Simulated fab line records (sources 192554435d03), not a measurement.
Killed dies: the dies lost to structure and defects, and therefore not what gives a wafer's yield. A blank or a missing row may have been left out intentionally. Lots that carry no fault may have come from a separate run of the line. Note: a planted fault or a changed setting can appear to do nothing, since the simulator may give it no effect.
fab line records	flow n5-finfet
record: lots: 10	wafers: 27	last-day: 19
route steps=1938 shown BEOL_M2@877 BEOL_M4@1111 PASSIVATION@1936
lots that met no fault: from a run of the same line without faults
start-h: the number of hours between the record's first day and the start of the first shown wafer of the lot	wait-h: hours since the lot's step before	" unchanged from the row above	L1.1+2: several wafers, shown together as one row	- no value, or no start was given	* or withheld: withheld	< > ~ a bound
route shown NAME@n: NAME is a module with steps in the file, n the number in the route of the first one	usual: mean and standard deviation over wafers with no fault	same: alike in all rows	chamber/n: place in a boat	sites: per-site readings	_std_site: how widely they spread, as a standard deviation	_edge_site: inner sites' mean taken away from outer sites' mean	radius-mm: for every site, how far away it sits from the centre of the wafer	mask NAME#n: copy n	behind: the tool/chamber that last shaped the wafer	hold: reason for holding the lot/hours on hold/outcome of the hold	device: the n, p or np transistor that did not switch	end of line: the route-end tests of the same wafers	step lacking rows: just its recipe	killed: dies lost to structure and defects at the first sort, not the wafer's yield	map: per-die view of a wafer (x killed, . not killed, _ where there is no die)
set.NAME: setting as actually run; set.NAME@STEP: the setting as run at that earlier step	model.NAME: the simulator's own value behind a step, which no gauge read
one table for each step of the route and one row for each wafer, over a sample of lots
services: from which hour (start-h, from the record's first day; less than 0 if before it) a tool's chamber was out of use, for how many hours, and why
== steps ==
step: N5_BEOL_M2_OVL_MEAS_29
recipe: points-per-wafer: 522
usual: V1_OVL: -0.1/0.84
lot.wafer	tool	chamber	start-h	wait-h	V1_OVL[nm]
L285.3	overlay-01	0	133.94	0.0	1.4
L285.5	"	0	"	"	1.5
L285.6	"	0	"	"	0.7
L287.1	overlay-01	0	145.24	0.0	0.3
L287.2	"	0	"	"	0.2
L287.6	"	0	"	"	-0.4
L289.1	overlay-01	0	160.39	0.0	0.4
L289.3	"	0	"	"	0.6
L289.4	"	0	"	"	0.6
L290.1	overlay-01	0	165.99	0.0	-0.4
L290.3	"	0	"	"	0.4
L290.6	"	0	"	"	-0.7
L291.5	overlay-01	0	168.11	0.0	0.5
L291.6	"	0	"	"	0.5
L300.3	overlay-01	0	224.00	0.0	0.8
L300.6	"	0	"	"	0.5
L299.3	overlay-01	0	242.20	0.0	-0.2
L299.6	"	0	"	"	0.8
L305.1	overlay-02	0	270.05	0.0	1.3
L305.2	"	0	"	"	0.4
L305.5	"	0	"	"	0.5
L306.1	overlay-02	0	274.51	0.0	0.4
L306.4	"	0	"	"	0.8
L306.6	"	0	"	"	0.9
L308.1	overlay-01	0	285.40	0.0	1.2
L308.3	"	0	"	"	0.7
L308.6	"	0	"	"	0.6
step: N5_BEOL_M2_ETCH_77
recipe: chemistry: N2/H2	target: underlayer	target-depth-a: 65	mask-material: CAR-EUV	time-s: 5.2	ion-energy-ev: 200	pressure-mtorr: 30	source-w: 840	bias-w: 150	n2-flow-sccm: 200	h2-flow-sccm: 200	ends: cleared
usual: drypump-motor-current-A: 5.7/0.44	etch-rf-on-time-s: 5.22/0.11	oes-product-au: 0.67/0.079	rf-vpp-V: 524.8/2	showerhead-plenum-p-Torr: 2.57/0.057	throttle-valve-pct: 17.85/0.19
lot.wafer	tool	chamber	start-h	wait-h	drypump-motor-current-A	etch-rf-on-time-s	oes-product-au	rf-hours-counter-h	rf-vpp-V	showerhead-plenum-p-Torr	throttle-valve-pct
L285.3	rie-diel-02	1	134.06	0.0	5.0	5.35	0.59	214	524.7	2.50	17.90
L285.5	"	1	"	"	5.0	5.38	0.59	-	522.5	2.51	17.89
L285.6	"	2	"	"	5.8	5.22	0.75	-	524.4	2.59	17.75
L287.1	rie-diel-06	1	145.37	0.0	5.7	5.09	0.76	30	524.4	2.62	17.71
L287.2	"	3	"	"	5.8	5.20	0.63	165	522.2	2.52	17.77
L287.6	"	2	"	"	6.3	5.21	0.61	-	523.1	2.52	17.86
L289.1	rie-diel-05	1	160.71	0.0	5.4	5.21	0.64	166	523.9	2.54	18.04
L289.3	"	2	"	"	5.5	5.46	0.57	213	523.2	2.52	17.84
L289.4	"	3	"	"	5.3	5.06	0.76	24	526.0	2.61	17.83
L290.1	rie-diel-02	3	166.12	0.0	6.4	5.17	0.80	9	527.2	2.69	17.45
L290.3	"	0	"	"	5.2	5.25	0.59	223	524.7	2.61	18.13
L290.6	"	3	"	"	6.4	5.11	0.80	-	527.8	2.69	17.43
L291.5	rie-diel-06	1	168.22	0.0	5.8	5.10	0.76	-	526.1	2.62	17.74
L291.6	"	2	"	"	6.3	5.19	0.61	-	525.4	2.51	17.88
L300.3	rie-diel-05	3	224.12	0.0	5.3	3.43	0.93	44	524.9	2.60	17.88
L300.6	"	2	"	"	5.5	5.37	0.57	-	521.8	2.51	17.89
L299.3	rie-diel-05	2	242.32	0.0	5.5	3.75	0.71	238	522.9	2.51	17.91
L299.6	"	1	"	"	5.4	5.20	0.61	-	525.2	2.53	18.08
L305.1	rie-diel-06	0	270.44	0.0	5.8	5.24	0.72	63	525.2	2.56	17.91
L305.2	"	2	"	"	6.3	5.36	0.58	232	523.3	2.50	17.93
L305.5	"	3	"	"	5.8	5.22	0.60	-	520.9	2.50	17.85
L306.1	rie-diel-02	3	274.66	0.0	6.4	5.11	0.74	53	526.3	2.67	17.54
L306.4	"	3	"	"	6.4	5.12	0.74	-	528.6	2.67	17.52
L306.6	"	0	"	"	5.2	5.10	0.81	-	525.2	2.59	17.72
L308.1	rie-diel-02	2	285.53	0.0	5.8	5.29	0.68	83	522.3	2.56	17.85
L308.3	"	0	"	"	5.2	5.06	0.79	8	525.1	2.59	17.71
L308.6	"	0	"	"	5.2	5.08	0.80	-	527.1	2.59	17.70
step: N5_BEOL_M2_ETCHBACK_99
recipe: chemistry: CHF3	target: SiO2	target-depth-a: 50	time-s: 10.4	source-w: 215	bias-w: 47	Ar_flow_sccm: 200	CHF3_flow_sccm: 12	ion-energy-ev: 100	pressure-mtorr: 30
usual: drypump-motor-current-A: 5.7/0.43	oes-product-au: 0.77/0.092	rf-vpp-V: 239/3.8	showerhead-plenum-p-Torr: 2.16/0.041	throttle-valve-pct: 17.09/0.19
lot.wafer	tool	chamber	start-h	wait-h	drypump-motor-current-A	oes-product-au	rf-hours-counter-h	rf-vpp-V	showerhead-plenum-p-Torr	throttle-valve-pct
L285.3	rie-diel-05	3	148.21	14.0	5.3	0.92	20	237	2.19	16.80
L285.5	"	2	"	"	5.5	0.68	-	241	2.14	17.15
L285.6	"	3	"	"	5.3	0.92	-	236	2.19	16.80
L287.1	rie-diel-05	3	161.55	16.0	5.3	0.90	25	236	2.19	16.81
L287.2	"	2	"	"	5.5	0.68	213	242	2.14	17.13
L287.6	"	2	"	"	5.5	0.68	-	242	2.14	17.12
L289.1	rie-diel-05	2	178.42	17.6	5.5	0.68	219	241	2.14	17.15
L289.3	"	0	"	"	6.2	0.71	170	242	2.14	17.25
L289.4	"	3	"	"	5.3	0.89	30	235	2.18	16.82
L290.1	rie-diel-05	3	195.20	28.4	5.3	0.89	34	236	2.18	16.82
L290.3	"	1	"	"	5.4	0.74	177	239	2.12	17.24
L290.6	"	1	"	"	5.4	0.74	-	238	2.12	17.22
L291.5	rie-diel-06	0	200.42	32.0	5.8	0.89	-	244	2.18	16.92
L291.6	"	3	"	"	5.8	0.73	-	235	2.13	17.13
L300.3	rie-diel-02	1	231.20	6.9	5.0	0.68	243	239	2.13	17.26
L300.6	"	2	"	"	5.8	0.82	-	235	2.17	16.96
L299.3	rie-diel-05	2	243.73	1.3	5.5	0.66	238	243	2.13	17.16
L299.6	"	2	"	"	5.5	0.67	-	241	2.13	17.18
L305.1	rie-diel-02	2	271.18	0.4	5.8	0.81	78	233	2.17	16.99
L305.2	"	3	"	"	6.4	0.87	51	241	2.26	16.91
L305.5	"	2	"	"	5.8	0.80	-	234	2.17	16.99
L306.1	rie-diel-02	3	279.72	4.9	6.4	0.85	55	241	2.25	16.92
L306.4	"	0	"	"	5.2	0.95	-	237	2.19	16.94
L306.6	"	2	"	"	5.8	0.81	-	234	2.16	16.99
L308.1	rie-diel-05	1	299.74	14.1	5.4	0.71	214	237	2.11	17.31
L308.3	"	2	"	"	5.5	0.97	2	242	2.13	16.75
L308.6	"	1	"	"	5.4	0.71	-	237	2.11	17.29
step: N5_BEOL_M2_TRENCH_ETCH_37
recipe: chemistry: C4F6/O2	target-depth-a: 555.55	target: SiOC	time-s: 29.2	ion-energy-ev: 250	pressure-mtorr: 30	source-w: 355	bias-w: 185	Ar_flow_sccm: 300	C4F6_flow_sccm: 10	O2_flow_sccm: 10
usual: drypump-motor-current-A: 5.7/0.43	oes-product-au: 0.77/0.09	rf-vpp-V: 661/10	showerhead-plenum-p-Torr: 2.86/0.052	throttle-valve-pct: 20.87/0.17
lot.wafer	tool	chamber	start-h	wait-h	drypump-motor-current-A	oes-product-au	rf-hours-counter-h	rf-vpp-V	showerhead-plenum-p-Torr	throttle-valve-pct
L285.3	rie-diel-05	3	-	-	5.3	0.91	20	651	2.89	20.62
L285.5	"	2	"	"	5.5	0.69	-	667	2.83	20.90
L285.6	"	3	"	"	5.3	0.91	-	651	2.89	20.61
L287.1	rie-diel-05	3	-	-	5.3	0.90	25	650	2.89	20.63
L287.2	"	2	"	"	5.5	0.69	213	668	2.83	20.90
L287.6	"	2	"	"	5.5	0.68	-	668	2.83	20.89
L289.1	rie-diel-05	2	-	-	5.5	0.68	219	669	2.83	20.88
L289.3	"	0	"	"	6.2	0.71	170	667	2.83	21.04
L289.4	"	3	"	"	5.3	0.89	30	651	2.89	20.64
L290.1	rie-diel-05	3	-	-	5.3	0.89	35	652	2.88	20.63
L290.3	"	1	"	"	5.4	0.74	177	659	2.81	20.96
L290.6	"	1	"	"	5.4	0.74	-	657	2.81	20.98
L291.5	rie-diel-06	0	-	-	5.8	0.89	-	672	2.88	20.77
L291.6	"	3	"	"	5.8	0.73	-	647	2.82	20.87
L300.3	rie-diel-02	1	-	-	5.0	0.67	243	659	2.82	21.03
L300.6	"	2	"	"	5.8	0.83	-	647	2.87	20.75
L299.3	rie-diel-05	2	-	-	5.5	0.66	238	665	2.82	20.93
L299.6	"	2	"	"	5.5	0.67	-	668	2.82	20.94
L305.1	rie-diel-02	2	-	-	5.8	0.81	78	647	2.87	20.79
L305.2	"	3	"	"	6.4	0.85	51	667	2.98	20.64
L305.5	"	2	"	"	5.8	0.82	-	648	2.87	20.79
L306.1	rie-diel-02	3	-	-	6.4	0.85	55	669	2.98	20.66
L306.4	"	0	"	"	5.2	0.94	-	654	2.90	20.75
L306.6	"	2	"	"	5.8	0.81	-	647	2.86	20.80
L308.1	rie-diel-05	1	-	-	5.4	0.71	214	656	2.79	21.02
L308.3	"	2	"	"	5.5	0.97	2	667	2.81	20.58
L308.6	"	1	"	"	5.4	0.70	-	656	2.79	21.02
step: N5_BEOL_M4_RC_MEAS_101
usual: DIBL_N: 36.0/1.6	DIBL_P: 35.8/2	IOFF_N: 0.152/0.03	IOFF_P: 0.20/0.031	ION_N: 670/12	ION_P: 459/7.4	SS_N: 71.5/0.56	SS_P: 73.2/0.64	VT_N: 251/3.5	VT_P: -252/3.3
lot.wafer	tool	chamber	start-h	wait-h	DIBL_N[mV/V]	DIBL_P[mV/V]	IOFF_N[nA/um]	IOFF_P[nA/um]	ION_N[uA/um]	ION_P[uA/um]	SS_N[mV/dec]	SS_P[mV/dec]	VT_N[mV]	VT_P[mV]
L285.3	prober-02	0	200.04	0.3	36.5	36.9	0.170	0.23	681	467	72.2	73.9	246	-247
L285.5	"	0	"	"	36.4	36.1	0.159	0.22	664	457	72.2	73.9	251	-246
L285.6	"	0	"	"	35.1	35.6	0.143	0.22	675	469	72.0	73.2	252	-246
L287.1	prober-02	0	205.93	0.0	37.0	37.4	0.162	0.21	683	468	70.9	74.1	248	-250
L287.2	"	0	"	"	35.3	34.5	0.136	0.17	675	464	71.0	72.6	249	-253
L287.6	"	0	"	"	35.9	34.9	0.135	0.18	659	451	70.8	73.1	252	-255
L289.1	prober-01	0	219.21	0.0	37.4	36.7	0.151	0.20	674	461	71.8	73.6	253	-252
L289.3	"	0	"	"	35.9	35.6	0.125	0.18	656	455	71.3	73.2	255	-250
L289.4	"	0	"	"	37.2	37.0	0.155	0.20	680	463	72.1	73.6	250	-253
L290.1	prober-01	0	238.45	0.0	33.6	34.2	0.113	0.19	644	456	71.4	72.4	255	-247
L290.3	"	0	"	"	36.9	38.5	0.172	0.26	676	473	71.7	73.6	248	-245
L290.6	"	0	"	"	34.7	35.2	0.136	0.21	673	473	71.2	72.9	253	-248
L291.5	prober-02	0	239.46	0.6	36.8	37.0	0.170	0.20	665	449	71.2	73.4	247	-253
L291.6	"	0	"	"	34.7	35.1	0.134	0.18	667	457	71.4	73.4	253	-252
L300.3	prober-02	0	284.66	0.3	39.0	38.9	0.210	0.24	690	472	72.5	73.9	246	-248
L300.6	"	0	"	"	36.8	35.7	0.154	0.19	667	452	71.9	73.5	252	-252
L299.3	prober-01	0	285.29	0.3	34.8	36.5	0.157	0.21	672	461	71.3	72.7	249	-250
L299.6	"	0	"	"	37.5	39.4	0.224	0.26	686	466	72.0	73.6	243	-248
L306.1	prober-02	0	315.94	0.0	35.4	35.1	0.126	0.16	651	441	71.2	72.9	253	-254
L306.4	"	0	"	"	35.7	37.0	0.139	0.18	671	461	71.3	73.1	253	-252
L306.6	"	0	"	"	38.8	40.0	0.190	0.23	671	449	72.2	74.8	247	-251
L305.1	prober-02	0	328.96	0.0	35.5	33.7	0.136	0.21	674	473	70.9	72.8	254	-250
L305.2	"	0	"	"	36.1	34.1	0.144	0.21	661	459	71.4	73.5	251	-246
L305.5	"	0	"	"	35.4	33.8	0.135	0.20	664	459	71.3	73.4	251	-247
L308.1	prober-02	0	347.34	0.0	34.3	34.4	0.129	0.17	655	454	70.4	72.7	250	-253
L308.3	"	0	"	"	31.8	30.1	0.087	0.11	632	435	71.7	71.6	259	-261
L308.6	"	0	"	"	33.2	32.1	0.113	0.14	658	449	71.2	72.2	255	-258
step: N5_PASSIVATION_PROBE_49
usual: defect-limited-yield: 91.6/1.4	killed_at_M0_to_M3: 33/10	killed_at_M4_up: 13/5.3	killed-at-contacts: 13/5.9	killed-at-front-end: 36/12	killed-at-other: 4/3.1	killed-dies: 99/16	killed-open: 65/13	killed-short: 32/7.3	sort_bin_5_function: 4.9/0.9	sort_bin_6_memory: 3.1/0.66	sort_bin_8_speed: 0.0/0.42	sort-n-pass: 1081/17	sort-yield-pct: 91.6/1.4
same: gross-dies: 1180	killed-at-back-side: 0	sort_bin_4_leakage[%]: 0
lot.wafer	tool	chamber	start-h	wait-h	defect-limited-yield[%]	killed_at_M0_to_M3	killed_at_M4_up	killed-at-contacts	killed-at-front-end	killed-at-other	killed-dies	killed-open	killed-short	sort_bin_5_function[%]	sort_bin_6_memory[%]	sort_bin_8_speed[%]	sort-n-pass	sort-yield-pct[%]
L285.3	prober-01	-	306.14	0.1	92.6	44	1	10	30	2	87	54	32	4.7	2.5	0	1093	92.6
L285.5	prober-01	-	306.24	0.2	91.9	47	10	7	32	0	96	54	39	4.6	3.1	0	1084	91.9
L285.6	prober-01	-	306.29	0.3	92.3	37	11	9	32	2	91	52	37	4.5	2.8	0	1089	92.3
L287.1	prober-01	-	317.40	0.0	91.8	32	10	20	29	6	97	65	32	4.8	3.1	0	1083	91.8
L287.2	prober-01	-	317.45	0.1	92.5	25	12	12	35	5	89	49	39	4.6	2.5	0	1091	92.5
L287.6	prober-01	-	317.65	0.3	89.7	43	19	22	32	5	121	73	48	5.7	4.5	0	1059	89.7
L289.1	prober-01	-	331.51	0.0	88.4	21	18	16	76	6	137	82	52	6.9	4.5	0	1043	88.4
L289.3	prober-01	-	331.61	0.1	88.1	33	8	28	56	15	140	99	39	6.9	4.5	0	1040	88.1
L289.4	prober-01	-	331.66	0.2	90.6	21	21	19	48	2	111	75	34	5.3	3.7	0	1069	90.6
L291.5	prober-02	-	335.36	0.2	91.5	32	10	19	37	2	100	73	27	5.2	2.7	0	1080	91.5
L291.6	prober-02	-	335.41	0.3	92.5	30	8	15	33	3	89	65	22	4.1	3.3	0	1091	92.5
L290.1	prober-01	-	336.55	0.0	91.8	32	17	17	31	0	97	70	18	4.4	3.1	0.2	1081	91.6
L290.3	prober-01	-	336.65	0.1	90.9	50	18	5	32	2	107	74	32	5.3	3.6	0	1073	90.9
L290.6	prober-01	-	336.80	0.3	91.4	46	12	10	24	9	101	74	27	5.7	2.6	0	1079	91.4
L300.3	prober-02	-	391.47	0.1	93.6	28	9	8	21	9	75	37	37	4.3	1.8	0	1105	93.6
L300.6	prober-02	-	391.62	0.3	92.8	28	9	14	32	2	85	59	26	3.5	3.4	0	1095	92.8
L299.3	prober-01	-	398.02	0.1	92.6	13	9	18	45	2	87	49	37	4.6	2.5	0	1093	92.6
L299.6	prober-01	-	398.17	0.3	91.6	22	12	21	40	4	99	52	45	4.5	3.4	0	1081	91.6
L306.1	prober-02	-	433.72	0.0	93.3	39	11	7	20	2	79	53	25	3.8	2.6	0	1101	93.3
L306.4	prober-02	-	433.87	0.2	92.0	31	10	7	43	3	94	53	40	4.8	2.7	0	1086	92.0
L306.6	prober-02	-	433.97	0.3	90.9	48	20	5	30	4	107	76	31	5.5	3.2	0	1073	90.9
L305.1	prober-02	-	439.25	0.0	90.4	56	7	10	39	1	113	73	39	5.7	3.6	0	1067	90.4
L305.2	prober-02	-	439.30	0.1	89.1	61	14	4	50	0	129	76	50	7.0	3.5	0	1051	89.1
L305.5	prober-02	-	439.45	0.2	91.4	31	7	13	43	7	101	65	34	5.8	2.5	0	1079	91.4
L308.1	prober-01	-	447.76	0.0	91.5	34	10	18	26	12	100	68	31	5.5	2.7	0	1080	91.5
L308.3	prober-01	-	447.86	0.1	92.5	41	12	14	20	2	89	65	24	5.0	2.0	4.9	1033	87.5
L308.6	prober-01	-	448.01	0.3	90.8	42	13	21	32	0	108	76	29	5.0	4.0	0	1072	90.8
killed by level:class
L285.3 BEOL_M0_SAQP:geometric-particle:short=14 BEOL_M0_SAQP:geometric-particle:open=11 MOL_CONTACT_COAG:geometric-particle:open=7 FIN_SAQP:geometric-particle:short=6 STARTING-WAFER:geometric-particle:open=5 STI_FIN_REVEAL:geometric-particle:open=5 BEOL_M0:geometric-particle:open=5 BEOL_M1:geometric-particle:open=5
L285.5 BEOL_M0_SAQP:geometric-particle:short=14 BEOL_M2:geometric-particle:open=11 BEOL_M0_SAQP:geometric-particle:open=10 FIN_SAQP:geometric-particle:short=7 STI_FIN_REVEAL:geometric-particle:open=6 BEOL_M1:geometric-particle:short=5 FIN_SAQP:geometric-particle:open=4 BEOL_M1:geometric-particle:open=4
L285.6 FIN_SAQP:geometric-particle:short=8 BEOL_M0_SAQP:geometric-particle:short=8 MOL_CONTACT_COAG:geometric-particle:open=7 STI_FIN_REVEAL:geometric-particle:open=5 GATE_CUT:geometric-particle:short=5 BEOL_M0:geometric-particle:open=5 BEOL_M1:geometric-particle:open=5 BEOL_M3:geometric-particle:open=5
L287.1 MOL_CONTACT_COAG:geometric-particle:open=18 BEOL_M0_SAQP:geometric-particle:open=11 BEOL_M0_SAQP:geometric-particle:short=9 DUMMY_GATE:geometric-particle:open=6 SPACER0:geometric-particle:open=4 BEOL_M3:geometric-particle:open=4 BEOL_M4:geometric-particle:open=4 STI_FIN_REVEAL:geometric-particle:open=3
L287.2 MOL_CONTACT_COAG:geometric-particle:open=11 BEOL_M0_SAQP:geometric-particle:short=11 BEOL_M0_SAQP:geometric-particle:open=8 STI_FIN_REVEAL:geometric-particle:open=7 STI_FIN_REVEAL:geometric-particle:short=5 DUMMY_GATE:geometric-particle:open=5 GATE_CUT:geometric-particle:short=4 STARTING-WAFER:geometric-particle:short=4
L287.6 BEOL_M0_SAQP:geometric-particle:short=14 MOL_CONTACT_COAG:geometric-particle:open=14 BEOL_M0_SAQP:geometric-particle:open=12 BEOL_M4:geometric-particle:open=10 MOL_CONTACT_COAG:geometric-particle:short=8 FIN_SAQP:geometric-particle:short=7 STI_FIN_REVEAL:geometric-particle:open=6 DUMMY_GATE:geometric-particle:open=6
L289.1 FIN_SAQP:geometric-particle:short=22 FIN_SAQP:geometric-particle:open=15 MOL_CONTACT_COAG:geometric-particle:open=13 BEOL_M4:geometric-particle:open=11 STI_FIN_REVEAL:geometric-particle:open=10 DUMMY_GATE:geometric-particle:open=7 BEOL_M2:geometric-particle:open=5 MOL_CONTACT_COAG:geometric-particle:short=3
L289.3 MOL_CONTACT_COAG:geometric-particle:open=20 DUMMY_GATE:geometric-particle:open=18 STI_FIN_REVEAL:geometric-particle:open=12 BEOL_M3:geometric-particle:open=9 MOL_CONTACT_COAG:geometric-particle:short=7 BEOL_M0_SAQP:geometric-particle:open=6 BEOL_M2:geometric-particle:open=5 STI_FIN_REVEAL:geometric-particle:short=4
L289.4 MOL_CONTACT_COAG:geometric-particle:open=13 STI_FIN_REVEAL:geometric-particle:open=12 FIN_SAQP:geometric-particle:open=9 FIN_SAQP:geometric-particle:short=8 MOL_CONTACT_COAG:geometric-particle:short=6 BEOL_M0_SAQP:geometric-particle:open=6 DUMMY_GATE:geometric-particle:open=5 BEOL_M2:geometric-particle:open=5
L291.5 MOL_CONTACT_COAG:geometric-particle:open=15 BEOL_M0_SAQP:geometric-particle:open=9 BEOL_M2:geometric-particle:open=8 STI_FIN_REVEAL:geometric-particle:open=7 FIN_SAQP:geometric-particle:open=6 BEOL_M0_SAQP:geometric-particle:short=6 DUMMY_GATE:geometric-particle:open=5 FIN_SAQP:geometric-particle:short=4
L291.6 MOL_CONTACT_COAG:geometric-particle:open=12 BEOL_M2:geometric-particle:open=10 BEOL_M1:geometric-particle:open=8 STI_FIN_REVEAL:geometric-particle:open=7 FIN_SAQP:geometric-particle:open=6 GATE_CUT:geometric-particle:short=4 BEOL_M0_SAQP:geometric-particle:open=4 BEOL_M5:geometric-particle:open=4
L290.1 BEOL_M2:geometric-particle:open=14 MOL_CONTACT_COAG:geometric-particle:open=14 FIN_SAQP:geometric-particle:open=9 BEOL_M1:geometric-particle:open=9 BEOL_M4:geometric-particle:open=8 HKMG_FIN:area-etch=8 STARTING-WAFER:geometric-particle:open=4 BEOL_M0_SAQP:geometric-particle:short=4
L290.3 FIN_SAQP:geometric-particle:open=13 BEOL_M2:geometric-particle:open=10 FIN_SAQP:geometric-particle:short=9 BEOL_M0_SAQP:geometric-particle:open=8 BEOL_M0:geometric-particle:open=8 BEOL_M0_SAQP:geometric-particle:short=7 BEOL_M5:geometric-particle:open=7 BEOL_M4:geometric-particle:open=7
L290.6 BEOL_M2:geometric-particle:open=17 BEOL_M0_SAQP:geometric-particle:open=10 FIN_SAQP:geometric-particle:open=9 MOL_CONTACT_COAG:geometric-particle:open=8 BEOL_M4:geometric-particle:open=7 BEOL_M1:geometric-particle:open=6 FIN_SAQP:geometric-particle:short=5 BEOL_M0_SAQP:geometric-particle:short=5
L300.3 BEOL_M0_SAQP:geometric-particle:open=7 BEOL_M0_SAQP:geometric-particle:short=6 BEOL_M3:geometric-particle:open=5 FIN_SAQP:geometric-particle:open=4 MOL_CONTACT_COAG:geometric-particle:short=4 MOL_CONTACT_COAG:geometric-particle:open=4 BEOL_M5:geometric-particle:open=3 GATE_CUT:geometric-particle:short=3
L300.6 MOL_CONTACT_COAG:geometric-particle:open=11 FIN_SAQP:geometric-particle:open=9 BEOL_M0_SAQP:geometric-particle:open=9 BEOL_M3:geometric-particle:open=8 STI_FIN_REVEAL:geometric-particle:open=7 BEOL_M0_SAQP:geometric-particle:short=6 BEOL_M5:geometric-particle:open=4 STI_FIN_REVEAL:geometric-particle:short=3
L299.3 FIN_SAQP:geometric-particle:short=19 MOL_CONTACT_COAG:geometric-particle:open=16 FIN_SAQP:geometric-particle:open=5 DUMMY_GATE:geometric-particle:open=4 GATE_CUT:geometric-particle:short=4 BEOL_M2:geometric-particle:open=4 STI_FIN_REVEAL:geometric-particle:open=3 STARTING-WAFER:geometric-particle:open=3
L299.6 FIN_SAQP:geometric-particle:short=19 MOL_CONTACT_COAG:geometric-particle:open=15 BEOL_M0_SAQP:geometric-particle:short=10 FIN_SAQP:geometric-particle:open=9 MOL_CONTACT_COAG:geometric-particle:short=6 BEOL_M5:geometric-particle:open=6 BEOL_M0_SAQP:geometric-particle:open=5 PASS1_CAP:geometric-particle:short=4
L306.1 BEOL_M0_SAQP:geometric-particle:open=11 BEOL_M0_SAQP:geometric-particle:short=11 FIN_SAQP:geometric-particle:open=7 MOL_CONTACT_COAG:geometric-particle:open=7 DUMMY_GATE:geometric-particle:open=5 BEOL_M4:geometric-particle:open=5 BEOL_M3:geometric-particle:open=4 FIN_SAQP:geometric-particle:short=3
L306.4 FIN_SAQP:geometric-particle:short=12 BEOL_M0_SAQP:geometric-particle:short=12 BEOL_M0_SAQP:geometric-particle:open=10 STARTING-WAFER:geometric-particle:open=8 BEOL_M4:geometric-particle:open=6 FIN_SAQP:geometric-particle:open=5 MOL_CONTACT_COAG:geometric-particle:open=5 STI_FIN_REVEAL:geometric-particle:open=3
L306.6 BEOL_M0_SAQP:geometric-particle:open=20 BEOL_M0_SAQP:geometric-particle:short=11 DUMMY_GATE:geometric-particle:open=9 BEOL_M1:geometric-particle:open=8 BEOL_M4:geometric-particle:open=7 BEOL_M7:geometric-particle:open=7 STI_FIN_REVEAL:geometric-particle:open=6 MOL_CONTACT_COAG:geometric-particle:open=5
L305.1 STI_FIN_REVEAL:geometric-particle:open=17 BEOL_M0_SAQP:geometric-particle:short=14 BEOL_M0_SAQP:geometric-particle:open=12 MOL_CONTACT_COAG:geometric-particle:open=10 BEOL_M3:geometric-particle:open=10 BEOL_M0:geometric-particle:open=7 FIN_SAQP:geometric-particle:short=6 BEOL_M1:geometric-particle:open=5
L305.2 FIN_SAQP:geometric-particle:short=17 BEOL_M0_SAQP:geometric-particle:short=17 BEOL_M0_SAQP:geometric-particle:open=17 STI_FIN_REVEAL:geometric-particle:open=11 BEOL_M5:geometric-particle:open=6 GATE_CUT:geometric-particle:short=5 BEOL_M1:geometric-particle:open=5 BEOL_M3:geometric-particle:short=5
L305.5 BEOL_M0_SAQP:geometric-particle:open=13 FIN_SAQP:geometric-particle:open=12 FIN_SAQP:geometric-particle:short=12 MOL_CONTACT_COAG:geometric-particle:open=12 BEOL_M0_SAQP:geometric-particle:short=10 STI_FIN_REVEAL:geometric-particle:open=4 BEOL_M2:geometric-particle:open=3 BEOL_M3:geometric-particle:open=3
L308.1 MOL_CONTACT_COAG:geometric-particle:open=15 BEOL_M1:geometric-particle:open=8 STI_FIN_REVEAL:geometric-particle:open=7 GATE_CUT:geometric-particle:short=7 BEOL_M0_SAQP:geometric-particle:short=6 BEOL_M2:geometric-particle:open=6 BEOL_M3:geometric-particle:open=5 FIN_SAQP:geometric-particle:short=4
L308.3 MOL_CONTACT_COAG:geometric-particle:open=12 BEOL_M1:geometric-particle:open=10 BEOL_M0_SAQP:geometric-particle:open=9 BEOL_M2:geometric-particle:open=8 BEOL_M0_SAQP:geometric-particle:short=7 BEOL_M4:geometric-particle:open=6 GATE_CUT:geometric-particle:short=6 GATE_CUT:geometric-particle:open=5
L308.6 MOL_CONTACT_COAG:geometric-particle:open=17 BEOL_M1:geometric-particle:open=10 BEOL_M2:geometric-particle:open=9 FIN_SAQP:geometric-particle:open=6 DUMMY_GATE:geometric-particle:open=6 BEOL_M0:geometric-particle:open=6 BEOL_M0_SAQP:geometric-particle:short=5 BEOL_M4:geometric-particle:open=5
== services ==
tool	chamber	start-h	hours	kind
rie-diel-02	3	114.42	-	clean
rie-diel-02	3	114.42	-	consumable-replace:focus-ring
rie-diel-02	3	114.42	-	consumable-replace:showerhead
rie-diel-02	3	114.42	17.7	scheduled-down
rie-diel-02	3	114.42	17.7	vent-cycle
rie-diel-05	3	118.81	5.5	repair
rie-diel-02	0	153.84	5.9	repair
rie-diel-02	1	156.34	5.9	repair
rie-diel-02	0	190.66	4.0	repair
rie-diel-02	2	212.97	7.8	repair
rie-diel-02	0	233.99	1.9	repair
rie-diel-02	0	250.82	-	clean
rie-diel-02	0	250.82	-	consumable-replace:focus-ring
rie-diel-02	0	250.82	18.0	scheduled-down
rie-diel-02	0	250.82	18.0	vent-cycle
rie-diel-02	1	269.00	-	clean
rie-diel-02	1	269.00	-	consumable-replace:focus-ring
rie-diel-02	1	269.00	33.2	scheduled-down
rie-diel-02	1	269.00	33.2	vent-cycle
rie-diel-02	2	274.60	2.7	repair
rie-diel-05	2	276.14	-	clean
rie-diel-05	2	276.14	-	consumable-replace:focus-ring
rie-diel-05	2	276.14	16.3	scheduled-down
rie-diel-05	2	276.14	16.3	vent-cycle
== key ==
first-sign: step: N5_BEOL_M2_ETCH_77	reading: etch-rf-on-time-s	direction: down	sigmas: 14	usual: *	struck: *
effect none on later readings
met-at N5_BEOL_M2_ETCH_77
struck-lots L299,L300
struck-wafers L299.3,L300.3
not-acting-at N5_BEOL_M2_OVL_MEAS_29,N5_BEOL_M2_ETCHBACK_99,N5_BEOL_M2_TRENCH_ETCH_37
onset-between 160.71 224.12
fault: kind: process-parameter-drift	tool: rie-diel-05	chamber: -	onset-h: 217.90	steps: N5_BEOL_M2_ETCH_77	channel: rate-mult	offset: 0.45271	shape: step	end-h: 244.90	scope: struck-wafers-only
